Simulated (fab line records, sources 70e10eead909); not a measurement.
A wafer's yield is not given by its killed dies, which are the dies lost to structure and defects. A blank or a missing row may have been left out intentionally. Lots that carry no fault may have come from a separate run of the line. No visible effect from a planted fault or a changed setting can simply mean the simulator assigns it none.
fab line records	flow nandHarc
[record] lots = 14	wafers = 39	lastDay = 33
route steps=1302 shown A_CHANNEL_HOLE_D2@587 A_CHANNEL_FILL_D2@613 END@1302
lots untouched by any fault: they come from a run of this same line in which no faults occurred
startH: start of the lot's first displayed wafer, in hours after the record's first day	waitH: hours elapsed since this lot's preceding step	" identical to the entry in the row above	L1.1+2: several wafers, shown together as one row	- no value present, or no start provided	* or withheld: withheld	< > ~ a bound
route shown NAME@n: a module of which the file shows steps, and the number in the route of the first	usual: average and standard deviation across the fault-free wafers	same: alike in all rows	chamber/n: place in a boat	sites: each site's reading	_std_site: how widely they spread, as a standard deviation	_edge_site: outer sites' mean less inner sites'	radiusMm: for every site, how far away it sits from the centre of the wafer	mask NAME#n: copy n	behind: the last tool/chamber to shape the wafer	hold: the reason the lot was held/the length of the hold in hours/how it ended	device: which transistor (n, p or np) failed to switch	end of line: the tests these same wafers got at the end of their route	for a step that has no rows: nothing shown but its recipe	killed: dies lost to structure and defects at the first sort, not the wafer's yield	map: a wafer's dies, marking killed ones x, the rest . and places with no die _
set.NAME: the run value of the setting; set.NAME@STEP: its run value at that earlier step	model.NAME: the simulator's own value behind a step, which no gauge read
one table for each step of the route and one row for each wafer, over a sample of lots
services: the hour from which a tool's chamber was out of use, counted from the record's first day as startH (under 0 if before that day), plus the number of hours and why
[[steps]]
[step NHARC_A_CHANNEL_HOLE_D2_ETCH_39]
[recipe] targetDepthA = 2600	overEtchFrac = 0.3	timeS = 325	ionEnergyEv = 200	n2FlowSccm = 150	h2FlowSccm = 150	arFlowSccm = 0	rfW = 400	biasW = 150	chemistry = N2/H2
[usual] drypumpMotorCurrentA = 5.6/0.39	oesProductAu = 0.999/0.013	rfVppV = 431/3	showerheadPlenumPTorr = 2.05/0.11	throttleValvePct = 14.171/0.0097
[same] timeS = 325
lot.wafer	tool	chamber	startH	waitH	drypumpMotorCurrentA	oesProductAu	rfHoursCounterH	rfVppV	showerheadPlenumPTorr	throttleValvePct
L990.1	rieDiel-08	0	-	-	6.0	0.989	5.0	425	1.89	14.162
L990.6	"	3	"	"	5.7	0.992	-	434	2.17	14.172
L990.5	"	0	"	"	5.9	1.000	-	426	1.89	14.179
L991.1	rieDiel-13	1	-	-	5.8	0.970	8.7	429	1.95	14.177
L991.2	"	2	"	"	5.2	0.986	7.8	436	2.20	14.175
L991.5	"	2	"	"	5.2	0.990	-	435	2.20	14.160
L992.3	rieDiel-02	0	-	-	6.4	1.003	3.9	434	2.20	14.163
L992.1	"	2	"	"	5.4	1.014	3.8	429	1.99	14.180
L992.5	"	3	"	"	5.4	1.027	-	431	2.04	14.162
L994.2	rieDiel-13	0	-	-	5.7	0.990	10.3	435	2.18	14.147
L994.1	"	2	"	"	5.1	0.994	9.8	434	2.20	14.158
L994.4	"	2	"	"	5.2	0.993	-	435	2.20	14.158
L995.4	rieDiel-08	0	-	-	5.9	1.000	7.1	426	1.89	14.186
L995.2	"	1	"	"	6.1	0.999	8.7	431	2.07	14.174
L995.3	"	2	"	"	5.3	1.014	7.5	431	2.07	14.179
L997.4	rieDiel-02	2	-	-	5.4	1.005	6.7	429	1.99	14.174
L997.3	"	3	"	"	5.4	1.027	7.3	430	2.04	14.163
L997.6	"	2	"	"	5.4	1.010	-	430	1.99	14.170
L100.1	rieDiel-02	0	-	-	6.4	1.011	8.7	435	2.20	14.166
L100.5	"	0	"	"	6.4	0.999	-	434	2.20	14.142
L999.1	rieDiel-13	3	-	-	5.1	1.009	3.7	429	1.97	14.173
L999.5	"	3	"	"	5.0	1.006	-	427	1.97	14.175
L102.3	rieDiel-08	3	-	-	5.8	0.996	1.3	435	2.17	14.176
L102.1	"	1	"	"	6.1	1.017	0.7	432	2.07	14.160
L107.1	rieDiel-13	1	-	-	5.8	0.983	8.2	427	1.95	14.176
L107.6	"	2	"	"	5.2	0.969	-	435	2.20	14.170
L107.5	"	3	"	"	5.1	0.997	-	427	1.97	14.169
L109.2	rieDiel-13	2	-	-	5.2	0.979	8.8	434	2.20	14.175
L109.3	"	3	"	"	5.1	1.008	10.1	427	1.97	14.194
L109.6	"	2	"	"	5.2	0.978	-	435	2.20	14.179
L108.3	rieDiel-08	0	-	-	5.9	1.031	5.4	426	1.89	14.181
L108.1	"	2	"	"	5.3	1.004	6.4	432	2.06	14.172
L108.4	"	2	"	"	5.3	0.997	-	430	2.06	14.169
L110.3	rieDiel-13	2	-	-	5.2	0.991	10.6	434	2.20	14.178
L110.4	"	0	"	"	5.7	0.972	12.2	434	2.17	14.165
L110.6	"	3	"	"	5.0	1.004	-	429	1.97	14.161
L112.4	rieDiel-02	1	-	-	5.3	1.001	6.0	428	1.92	14.176
L112.3	"	2	"	"	5.4	0.993	6.3	429	1.98	14.166
L112.6	"	3	"	"	5.4	1.005	-	431	2.04	14.171
[step NHARC_A_CHANNEL_HOLE_D2_CD_MEAS_18]
[usual] cdNm = 98.9/3
lot.wafer	tool	chamber	startH	waitH	cdNm
L990.1	cdSem-03	-	287.85	-	102.2
L990.5	"	-	"	"	99.6
L990.6	"	-	"	"	96.6
L991.1	cdSem-03	-	300.51	-	97.2
L991.2	"	-	"	"	93.9
L991.5	"	-	"	"	98.9
L992.1	cdSem-02	-	315.21	-	99.1
L992.3	"	-	"	"	99.6
L992.5	"	-	"	"	102.6
L994.1	cdSem-01	-	320.33	-	95.1
L994.2	"	-	"	"	99.5
L994.4	"	-	"	"	99.1
L995.2	cdSem-02	-	345.04	-	95.4
L995.3	"	-	"	"	99.3
L995.4	"	-	"	"	101.5
L997.3	cdSem-01	-	354.91	-	102.4
L997.4	"	-	"	"	100.4
L997.6	"	-	"	"	101.4
L100.1	cdSem-01	-	390.15	-	100.8
L100.5	"	-	"	"	98.5
L999.1	cdSem-02	-	390.30	-	102.4
L999.5	"	-	"	"	97.4
L102.1	cdSem-03	-	398.48	-	97.1
L102.3	"	-	"	"	102.9
L107.1	cdSem-01	-	451.96	-	93.1
L107.5	"	-	"	"	98.5
L107.6	"	-	"	"	99.7
L109.2	cdSem-03	-	483.35	-	100.5
L109.3	"	-	"	"	102.4
L109.6	"	-	"	"	100.6
L108.1	cdSem-03	-	484.83	-	96.1
L108.3	"	-	"	"	101.0
L108.4	"	-	"	"	95.8
L110.3	cdSem-01	-	498.48	-	104.2
L110.4	"	-	"	"	99.4
L110.6	"	-	"	"	102.2
L112.3	cdSem-01	-	509.41	-	97.1
L112.4	"	-	"	"	96.0
L112.6	"	-	"	"	98.1
[step NHARC_A_CHANNEL_FILL_D2_ALD_03]
[recipe] targetThkA = 60	pulseTimeS = 60	aldCycles = 58	tempC = 630	pressureTorr = 2	material = SiNx
[usual] aldCycles = 58/0	precursorPulseHeightRel = 0.999/0.018
[same] pulseTimeS = 60
lot.wafer	tool	chamber	startH	waitH	aldCycles	precursorPulseHeightRel
L990.1	aldSinBatch-03	0	-	-	58	0.988
L990.5	"	0	"	"	58	1.007
L990.6	"	0	"	"	58	1.023
L991.1	aldSinBatch-02	0	-	-	58	0.997
L991.2	"	0	"	"	58	0.970
L991.5	"	0	"	"	58	0.998
L992.1	aldSinBatch-01	0	-	-	58	1.011
L992.3	"	0	"	"	58	1.000
L992.5	"	0	"	"	58	0.963
L994.1	aldSinBatch-01	0	-	-	58	1.013
L994.2	"	0	"	"	58	0.990
L994.4	"	0	"	"	58	0.978
L995.2	aldSinBatch-01	0	-	-	58	0.984
L995.3	"	0	"	"	58	1.000
L995.4	"	0	"	"	58	1.021
L997.3	aldSinBatch-03	0	-	-	58	1.002
L997.4	"	0	"	"	58	1.016
L997.6	"	0	"	"	58	0.983
L999.1	aldSinBatch-02	0	-	-	58	1.005
L999.5	"	0	"	"	58	1.001
L100.1	aldSinBatch-02	0	-	-	58	1.002
L100.5	"	0	"	"	58	0.994
L102.1	aldSinBatch-01	0	-	-	58	1.016
L102.3	"	0	"	"	58	1.002
L107.1	aldSinBatch-02	0	-	-	58	1.005
L107.5	"	0	"	"	58	0.983
L107.6	"	0	"	"	58	1.021
L109.2	aldSinBatch-01	0	-	-	58	1.018
L109.3	"	0	"	"	58	0.971
L109.6	"	0	"	"	58	1.012
L108.1	aldSinBatch-03	0	-	-	58	0.981
L108.3	"	0	"	"	58	0.965
L108.4	"	0	"	"	58	0.992
L110.3	aldSinBatch-02	0	-	-	58	1.023
L110.4	"	0	"	"	58	0.983
L110.6	"	0	"	"	58	1.024
L112.3	aldSinBatch-02	0	-	-	58	1.004
L112.4	"	0	"	"	58	1.023
L112.6	"	0	"	"	58	0.990
[step NHARC_A_CHANNEL_FILL_D2_ALD_16]
[recipe] targetThkA = 15	pulseTimeS = 10	aldCycles = 15	tempC = 300	material = SiO2
[usual] aldCycles = 15/0	heaterPowerW = 444/56	precursorPulseHeightRel = 1.000/0.02
[same] pulseTimeS = 10
lot.wafer	tool	chamber	startH	waitH	aldCycles	heaterPowerW	precursorPulseHeightRel
L990.1	aldHk-02	0	307.92	1.5	15	491	0.999
L990.5	"	0	"	"	15	486	1.004
L990.6	"	1	"	"	15	422	0.999
L991.2	aldHk-04	2	320.33	0.1	15	423	1.014
L991.1	"	3	"	"	15	458	1.038
L991.5	"	2	"	"	15	441	0.989
L992.1	aldHk-03	0	333.36	0.0	15	447	0.968
L992.3	"	1	"	"	15	392	0.969
L992.5	"	0	"	"	15	457	1.012
L994.2	aldHk-02	2	340.30	1.6	15	541	1.015
L994.4	"	0	"	"	15	488	0.994
L994.1	"	1	"	"	15	419	0.996
L995.3	aldHk-03	0	364.04	0.0	15	448	1.007
L995.2	"	2	"	"	15	455	0.999
L995.4	"	3	"	"	15	355	1.010
L997.4	aldHk-04	1	373.10	0.0	15	362	1.013
L997.3	"	2	"	"	15	423	1.015
L997.6	"	2	"	"	15	417	1.005
L100.1	aldHk-02	3	412.08	0.1	12	517	1.000
L100.5	"	2	"	"	12	515	1.018
L999.1	aldHk-02	0	412.27	0.3	12	516	0.986
L999.5	"	3	"	"	12	502	0.993
L102.1	aldHk-02	3	416.38	0.0	12	502	1.003
L102.3	"	0	"	"	15	508	1.023
L107.1	aldHk-04	1	473.61	0.1	15	360	0.976
L107.5	"	3	"	"	15	458	1.057
L107.6	"	0	"	"	15	438	1.018
L109.3	aldHk-04	3	501.96	0.1	15	458	1.023
L109.2	"	0	"	"	15	460	0.991
L109.6	"	1	"	"	15	367	1.010
L108.1	aldHk-03	2	504.99	0.0	15	460	1.003
L108.4	"	0	"	"	15	450	0.990
L108.3	"	1	"	"	15	395	1.015
L110.3	aldHk-02	2	516.74	0.0	15	539	1.003
L110.4	"	1	"	"	15	420	1.004
L110.6	"	3	"	"	15	519	0.992
L112.4	aldHk-04	3	529.39	1.9	15	453	1.013
L112.3	"	1	"	"	15	362	1.018
L112.6	"	3	"	"	15	452	0.996
[step NHARC_END_SORT_01]
[recipe] tempC = 25
[usual] killedAtArray = 52/17	killedAtOther = 1.2/1.4	killedAtPeriphery = 4.7/2.9	killedDies = 58/17	killedOpen = 3.2/1.9	killedShort = 2.4/1.4
[same] grossDies = 677
lot.wafer	tool	chamber	startH	waitH	killedAtArray	killedAtOther	killedAtPeriphery	killedDies	killedOpen	killedShort
L995.4	prober-02	0	627.28	3.4	33	0	6	39	3	2
// killed by level:class
L995.4 A_CHANNEL_HOLE_D2:chamberFilmFlake=19 A_CHANNEL_HOLE_D1:chamberFilmFlake=3 A_CONTACT:chamberFilmFlake=3 P_M2:chamberFilmFlake=2 A_DECK1_JOINT:chamberFilmFlake=2 P_STI:geometricParticle:short=1 A_ONON_D1:geometricParticle:open=1 A_DECK1_JOINT:geometricParticle:open=1
[[services]]
tool	chamber	startH	hours	kind
aldSinBatch-02	-	266.00	26.0	pm
rieDiel-02	1	273.12	7.3	repair
rieDiel-13	3	298.39	30.6	repair
rieDiel-02	3	309.74	1.7	repair
rieDiel-08	0	310.99	14.5	repair
rieDiel-13	-	342.00	9.0	pm
aldHk-02	-	350.68	10.0	pm
rieDiel-02	2	361.85	3.5	repair
rieDiel-08	-	367.80	9.0	pm
aldHk-03	-	392.31	10.0	pm
rieDiel-13	2	393.21	5.2	repair
rieDiel-02	-	393.74	9.0	pm
rieDiel-08	-	410.45	1.1	repair
rieDiel-13	3	426.04	9.4	repair
rieDiel-13	0	429.99	5.3	repair
rieDiel-02	3	431.70	9.9	repair
aldHk-04	-	435.25	10.0	pm
rieDiel-02	1	453.64	5.0	repair
rieDiel-08	3	471.08	5.0	repair
rieDiel-08	1	475.54	13.1	repair
aldHk-04	-	490.93	0.4	repair
rieDiel-02	0	495.73	5.5	repair
aldSinBatch-01	-	506.00	26.0	pm
rieDiel-13	-	519.00	9.0	pm
[[key]]
[firstSign] step = NHARC_A_CHANNEL_FILL_D2_ALD_16	reading = aldCycles	direction = down	sigmas = 99+	usual = 15	struck = 12
effect none on later readings
metAt NHARC_A_CHANNEL_FILL_D2_ALD_16
struckLots L999,L100,L102
struckWafers L999.1,L999.5,L100.1,L100.5,L102.1
testerLeftOut L999,L100,L102
notActingAt NHARC_A_CHANNEL_HOLE_D2_ETCH_39,NHARC_A_CHANNEL_HOLE_D2_CD_MEAS_18,NHARC_A_CHANNEL_FILL_D2_ALD_03
[fault] kind = processParameterDrift	tool = aldHk-02	chamber = -	onsetH = 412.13	steps = NHARC_A_CHANNEL_FILL_D2_ALD_16	channel = aldCycles	offset = -3	shape = step	endH = 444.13	scope = struckWafersOnly	actsIn = theseRecipesOnly	stated = 15
// testerLeftOut: of these lots the tester's yield and bins aren't shown, on N5 and GAA mostly nor the transistor test; their killed dies are dies lost to structure and defects alone, not to doping, threshold or leakage, so they don't give the yield
